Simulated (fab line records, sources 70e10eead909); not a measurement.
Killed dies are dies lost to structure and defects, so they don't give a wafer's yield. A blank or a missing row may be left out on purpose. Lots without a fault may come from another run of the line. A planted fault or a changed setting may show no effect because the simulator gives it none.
One fault seen from 2 desks | flow nand_harc | each desk has only its own numbers; what lay behind them comes last

THE METROLOGY DESK
What the gauges read, lot by lot, whatever tool the lot ran on: means of the sampled wafers that have a number. A lot is out of limits, marked OUT, if its mean lies more than 4 standard deviations from the usual mean; the brackets give that distance.
Columns: A = overlay_x_nm at NHARC_A_M0_OVL_MEAS_10, usual -0.2 nm; B = overlay_y_nm at NHARC_A_M0_OVL_MEAS_10, usual 0.3 nm; C = thk_nm at NHARC_A_M1_THK_MEAS_24, usual 154.2 nm
lot  | first seen here | A    | B    | C
L771 | day 17 10:27    | -0.2 | 0.1  | 154.2
L773 | day 17 17:45    | -0.3 | 0.7  | 154.9
L772 | day 17 18:56    | 0.7  | 0.2  | 152.6
L778 | day 19 01:12    | -0.2 | 0.7  | 153.7
L779 | day 19 10:01    | 0.8  | -1.1 | 154.6
L783 | day 20 10:03    | 0.1  | -0.0 | 156.4
L784 | day 20 10:35    | -0.7 | 0.9  | 153.5
L786 | day 21 15:22    | -0.7 | 0.6  | 154.1
L785 | day 21 18:22    | -0.5 | 1.1  | 155.1
L789 | day 22 06:08    | -1.0 | 0.6  | 153.0
L790 | day 22 11:14    | 0.3  | 0.9  | 153.8
L791 | day 23 00:14    | 0.2  | -1.5 | 155.1
L794 | day 23 01:29    | 0.4  | 1.7  | 154.3
This desk's finding: nothing out of limits on any of the 13 lots.

THE TOOL OWNER'S DESK: rtp_anneal-02
The tool's own readings at NHARC_A_M1_ANNEAL_31 (time 90 s): means of the sampled wafers that have a number, for each lot that ran on this tool. A lot is out of limits, marked OUT, if its mean lies more than 4 standard deviations from the usual mean; the brackets give that distance.
Columns: A = anneal_temp_c at NHARC_A_M1_ANNEAL_31, usual 224.99 C; B = anneal_temp_c_max at NHARC_A_M1_ANNEAL_31, usual 226.03; C = wafer_temp_C_max at NHARC_A_M1_ANNEAL_31, usual 225.9
lot  | first seen here | A      | B      | C
L773 | day 17 23:35    | 225.14 | 226.16 | 225.5
L772 | day 18 00:50    | 224.98 | 226.11 | 225.5
L786 | day 21 21:20    | 224.94 | 226.18 | 225.5
L785 | day 22 00:23    | 224.72 | 225.76 | 225.5
L789 | day 22 12:28    | 225.06 | 226.46 | 225.6
L790 | day 22 18:20    | 224.93 | 226.27 | 225.5
L791 | day 23 06:30    | 224.94 | 226.22 | 225.5
L794 | day 23 07:50    | 225.11 | 226.24 | 225.4
This desk's finding: nothing out of limits on any of the 8 lots.

PUT TOGETHER
The metrology desk saw nothing out of limits.
The tool owner's desk saw nothing out of limits.

WHAT THE SIMULATOR HAD PUT IN
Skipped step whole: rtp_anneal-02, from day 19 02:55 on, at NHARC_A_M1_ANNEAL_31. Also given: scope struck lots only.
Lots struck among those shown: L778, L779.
